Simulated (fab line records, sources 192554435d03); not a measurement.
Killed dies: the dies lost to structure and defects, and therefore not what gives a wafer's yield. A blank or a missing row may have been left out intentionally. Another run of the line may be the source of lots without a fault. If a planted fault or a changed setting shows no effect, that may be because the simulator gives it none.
Which tool is to blame?    flow n5_finfet    24 wafers from 8 lots sampled at 7 of the route's 1938 steps

WHAT THE GAUGES READ, wafer by wafer
N5_FIN_SAQP_INSPECT_40: inspects for defects (brightfield). Usual: raw_defect_count at 227, with a standard deviation of 63.
lot   measured     on                 raw_defect_count  flag
L816  day 2 14:55  defect_inspect-01  122 247 226       
L818  day 3 05:14  defect_inspect-01  247 191 216       
L823  day 4 09:10  defect_inspect-02  814 788 817       OFF
L828  day 5 15:31  defect_inspect-01  610 710 681       OFF
L829  day 5 21:44  defect_inspect-01  153 215 139       
L833  day 6 20:27  defect_inspect-01  167 227 137       
L835  day 7 09:16  defect_inspect-02  186 296 330       
L836  day 7 14:20  defect_inspect-01  186 218 240       

N5_FIN_CUT_INSPECT_10: inspects for defects (brightfield). Usual: raw_defect_count at 41, with a standard deviation of 11.
lot   measured     on                 raw_defect_count  flag
L816  day 2 15:19  defect_inspect-02  33 37 37          
L818  day 3 05:45  defect_inspect-02  46 36 42          
L823  day 4 09:41  defect_inspect-01  559 527 547       OFF
L828  day 5 16:02  defect_inspect-02  510 495 530       OFF
L829  day 5 22:16  defect_inspect-02  26 41 29          
L833  day 6 20:50  defect_inspect-01  38 49 37          
L835  day 7 09:40  defect_inspect-02  44 52 51          
L836  day 7 14:43  defect_inspect-02  24 32 39          

N5_BEOL_M4_RC_MEAS_101. Usual: DIBL_N 36.0 mV/V, standard deviation 1.7; DIBL_P 36.0 mV/V, standard deviation 2; IOFF_N 0.156 nA/um, standard deviation 0.028; IOFF_P 0.21 nA/um, standard deviation 0.04; ION_N 673 uA/um, standard deviation 12; ION_P 463 uA/um, standard deviation 8.3; SS_N 71.4 mV/dec, standard deviation 0.6; SS_P 73.3 mV/dec, standard deviation 0.66; VT_N 250 mV, standard deviation 3; VT_P -250 mV, standard deviation 3.8.
lot   measured      on         DIBL_N (mV/V)   DIBL_P (mV/V)   IOFF_N (nA/um)     IOFF_P (nA/um)  ION_N (uA/um)  ION_P (uA/um)  SS_N (mV/dec)   SS_P (mV/dec)   VT_N (mV)    VT_P (mV)       flag
L816  day 8 01:18   prober-02  35.8 38.5 35.0  35.5 39.1 35.3  0.155 0.207 0.146  0.16 0.22 0.17  674 680 668    460 454 454    72.5 72.3 70.5  73.2 74.7 73.0  250 248 248  -257 -251 -256  
L818  day 8 13:30   prober-01  36.4 35.6 35.0  39.0 36.4 36.8  0.167 0.153 0.141  0.26 0.22 0.21  684 667 660    469 466 462    72.0 71.8 70.9  73.6 72.4 73.0  249 253 251  -245 -247 -249  
L823  day 10 00:16  prober-02  37.0 36.4 36.6  36.3 35.2 36.0  0.172 0.160 0.163  0.20 0.18 0.19  684 684 682    466 468 461    72.0 71.0 71.5  73.8 73.5 73.7  248 248 251  -253 -253 -253  
L828  day 11 05:07  prober-01  35.5 37.3 37.1  34.7 36.9 37.1  0.141 0.182 0.174  0.20 0.23 0.24  656 684 688    460 472 467    70.8 71.4 71.6  73.3 72.7 73.9  254 249 249  -251 -248 -248  
L829  day 11 14:01  prober-02  38.0 36.2 33.9  39.2 36.7 34.5  0.202 0.174 0.133  0.22 0.19 0.16  691 681 667    464 458 457    72.0 71.3 70.4  74.4 73.9 73.4  245 248 251  -251 -252 -256  
L833  day 13 01:37  prober-02  34.4 35.9 34.5  34.3 36.0 33.9  0.118 0.145 0.125  0.18 0.21 0.18  667 662 662    462 456 463    70.8 71.1 71.1  72.6 73.1 72.5  256 250 252  -251 -251 -252  
L835  day 13 08:37  prober-02  34.3 34.2 34.4  34.3 33.8 34.6  0.137 0.136 0.143  0.20 0.19 0.21  671 672 675    463 468 472    71.6 70.3 70.9  73.4 72.6 73.2  252 250 249  -247 -249 -245  
L836  day 13 10:40  prober-01  35.1 36.1 35.9  35.2 36.0 36.8  0.132 0.156 0.150  0.16 0.18 0.19  676 674 680    463 461 462    70.9 71.5 71.0  72.4 73.2 72.9  251 250 251  -254 -256 -253  

WHICH TOOL RAN EACH LOT (tool, then ch and the chambers of the sampled wafers, then the start)
lot   N5_FIN_SAQP_ETCH_57                N5_FIN_SAQP_RECESS_63              N5_FIN_SAQP_ETCH_67                N5_FIN_SAQP_STRIP_70
L816  rie_diel-01 ch 0,1,2, day 2 12:44  vapor_etch-01 ch 1, day 2 12:58    rie_diel-03 ch 0,1,2, day 2 13:29  rie_diel-03 ch 0,1,2, day 2 13:31
L818  rie_diel-01 ch 2,3, day 3 02:49    vapor_etch-01 ch 0, day 3 03:02    rie_diel-01 ch 0,1,2, day 3 03:32  rie_diel-01 ch 0,1,2, day 3 03:35
L823  rie_diel-01 ch 0,1, day 4 06:57    vapor_etch-02 ch 0,1, day 4 07:10  rie_diel-06 ch 0,3, day 4 07:43    rie_diel-06 ch 0,3, day 4 07:46
L828  rie_diel-01 ch 0,1,2, day 5 13:25  vapor_etch-02 ch 0,1, day 5 13:38  rie_diel-06 ch 0,1,3, day 5 14:08  rie_diel-06 ch 0,1,3, day 5 14:11
L829  rie_diel-06 ch 1,2,3, day 5 19:10  vapor_etch-01 ch 0,1, day 5 19:23  rie_diel-01 ch 1,2,3, day 5 19:55  rie_diel-01 ch 1,2,3, day 5 19:58
L833  rie_diel-06 ch 1,2, day 6 18:20    vapor_etch-02 ch 0,1, day 6 18:35  rie_diel-06 ch 1,2,3, day 6 19:06  rie_diel-06 ch 1,2,3, day 6 19:08
L835  rie_diel-06 ch 0,1,2, day 7 06:46  vapor_etch-02 ch 0,1, day 7 06:59  rie_diel-06 ch 0,2,3, day 7 07:52  rie_diel-06 ch 0,2,3, day 7 07:55
L836  rie_diel-03 ch 0,2, day 7 12:14    vapor_etch-02 ch 0,1, day 7 12:28  rie_diel-01 ch 0,2,3, day 7 12:58  rie_diel-01 ch 0,2,3, day 7 13:01
- N5_FIN_SAQP_ETCH_57: etches SiNx in CH3F/O2, target depth 32.5 nm, time 46.4 s.
- N5_FIN_SAQP_RECESS_63: chemistry HF/NH3, target SiO2, target depth 18 nm, afs cycles 3, sublimation time 60 s.
- N5_FIN_SAQP_ETCH_67: etches SiNx in CH3F/O2, target depth 30 nm.
- N5_FIN_SAQP_STRIP_70: strips in N2/H2.

AS READ BY THE TOOLS THEMSELVES (means over the sampled wafers that have a number; for cases with no such wafer, the mark the record gives instead)
N5_FIN_SAQP_ETCH_57. Usual: chamber_pressure_mTorr 30.003 mTorr, standard deviation 0.027; drypump_motor_current_A 5.8 A, standard deviation 0.44; etch_rf_on_time_s 46.6 s, standard deviation 0.98; oes_product_au 0.66 a.u., standard deviation 0.08; rf_vpp_V 295 V, standard deviation 4.6; showerhead_plenum_p_Torr 2.03 Torr, standard deviation 0.049; throttle_valve_pct 16.45 %, standard deviation 0.24.
lot   tool         chamber_pressure_mTorr (mTorr)  drypump_motor_current_A (A)  etch_rf_on_time_s (s)  oes_product_au (a.u.)  rf_vpp_V (V)  showerhead_plenum_p_Torr (Torr)  throttle_valve_pct (%)  flag
L816  rie_diel-01  30.031                          6.1                          46.8                   0.68                   294           2.04                             16.33                   
L818  rie_diel-01  30.035                          5.4                          46.1                   0.63                   293           1.99                             16.48                   
L823  rie_diel-01  30.003                          6.6                          47.2                   0.67                   294           2.05                             16.37                   
L828  rie_diel-01  30.020                          6.1                          46.3                   0.66                   293           2.03                             16.39                   
L829  rie_diel-06  30.014                          5.8                          45.7                   0.68                   298           2.07                             16.43                   
L833  rie_diel-06  30.011                          5.9                          46.4                   0.72                   300           2.12                             16.27                   
L835  rie_diel-06  29.990                          5.6                          46.4                   0.69                   300           2.10                             16.38                   
L836  rie_diel-03  29.990                          5.7                          46.1                   0.80                   298           2.04                             16.30                   

N5_FIN_SAQP_RECESS_63. Usual: drypump_motor_current_A at 5.8 A, with a standard deviation of 0.49.
lot   tool           drypump_motor_current_A (A)  flag
L816  vapor_etch-01  5.0                          
L818  vapor_etch-01  6.0                          
L823  vapor_etch-02  6.2                          
L828  vapor_etch-02  6.2                          
L829  vapor_etch-01  5.7                          
L833  vapor_etch-02  6.2                          
L835  vapor_etch-02  6.2                          
L836  vapor_etch-02  6.2                          

N5_FIN_SAQP_ETCH_67. Usual: chamber_pressure_mTorr 29.999 mTorr, standard deviation 0.029; drypump_motor_current_A 5.8 A, standard deviation 0.45; oes_product_au 0.79 a.u., standard deviation 0.095; rf_vpp_V 296 V, standard deviation 4.8; showerhead_plenum_p_Torr 2.04 Torr, standard deviation 0.057; throttle_valve_pct 16.44 %, standard deviation 0.24.
lot   tool         chamber_pressure_mTorr (mTorr)  drypump_motor_current_A (A)  oes_product_au (a.u.)  rf_vpp_V (V)  showerhead_plenum_p_Torr (Torr)  throttle_valve_pct (%)  flag
L816  rie_diel-03  30.008                          5.7                          0.69                   295           2.03                             16.73                   
L818  rie_diel-01  30.030                          6.1                          0.79                   293           2.03                             16.35                   
L823  rie_diel-06  30.029                          5.5                          0.80                   296           2.03                             16.54                   
L828  rie_diel-06  29.990                          5.6                          0.85                   300           2.08                             16.37                   
L829  rie_diel-01  29.992                          5.7                          0.77                   295           2.00                             16.36                   
L833  rie_diel-06  29.996                          5.7                          0.79                   298           2.06                             16.49                   
L835  rie_diel-06  29.994                          5.4                          0.75                   299           2.05                             16.58                   
L836  rie_diel-01  30.034                          5.8                          0.70                   292           2.00                             16.60                   

N5_FIN_SAQP_STRIP_70. Usual: chamber_pressure_mTorr 50.00 mTorr, standard deviation 0.089; drypump_motor_current_A 5.8 A, standard deviation 0.45; h2_flow_sccm 300.1 sccm, standard deviation 0.9; oes_product_au 0.79 a.u., standard deviation 0.095; rf_vpp_V 122.1 V, standard deviation 1; showerhead_plenum_p_Torr 3.42 Torr, standard deviation 0.087; throttle_valve_pct 19.1 %, standard deviation 0.43.
lot   tool         chamber_pressure_mTorr (mTorr)  drypump_motor_current_A (A)  h2_flow_sccm (sccm)  oes_product_au (a.u.)  rf_vpp_V (V)  showerhead_plenum_p_Torr (Torr)  throttle_valve_pct (%)  flag
L816  rie_diel-03  49.97                           5.7                          300.3                0.69                   122.5         3.40                             19.4                    
L818  rie_diel-01  49.95                           6.1                          299.8                0.79                   121.9         3.41                             18.7                    
L823  rie_diel-06  49.98                           5.5                          300.5                0.80                   121.4         3.42                             19.5                    
L828  rie_diel-06  49.97                           5.7                          300.0                0.84                   122.3         3.49                             19.1                    
L829  rie_diel-01  49.98                           5.8                          299.5                0.77                   121.1         3.35                             18.9                    
L833  rie_diel-06  50.00                           5.8                          299.4                0.80                   121.2         3.46                             19.2                    
L835  rie_diel-06  50.02                           5.5                          300.0                0.75                   122.0         3.45                             19.5                    
L836  rie_diel-01  50.02                           5.8                          300.3                0.70                   122.1         3.37                             19.2                    

THE ANSWER, worked out from the rows above alone
Rule: lot off if the mean of its wafers having a number is beyond 3 standard deviations from the usual mean. Also off: a lot with no number at a reading for which 4 or more lots have one. Any other lot the step has rows for is counted as sound. First the gauges in route order, then the tools' own readings, where a lot's mean is used as printed above. The first step at which some lot is off is used, and at that step the reading that is off furthest; a lot without a number counts as furthest.
Off, at N5_FIN_SAQP_INSPECT_40 on raw_defect_count: L823, L828.
If a tool, at a process step before that reading, ran all the lots that are off and no sound lot after the first of them, it fits. The gauges at N5_FIN_SAQP_INSPECT_40 are tried like those tools. One fits: rie_diel-01 at N5_FIN_SAQP_ETCH_57. A fault onset in the window from L818 (day 3 02:49, its last sound lot) to L823 (day 4 06:57, its first lot off) fits.

WHAT WAS PUT IN BY THE SIMULATOR
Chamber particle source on rie_diel-01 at N5_FIN_SAQP_ETCH_57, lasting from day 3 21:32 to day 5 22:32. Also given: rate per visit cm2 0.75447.
Lots struck among those shown: L823, L828. Same finding as the rule above.
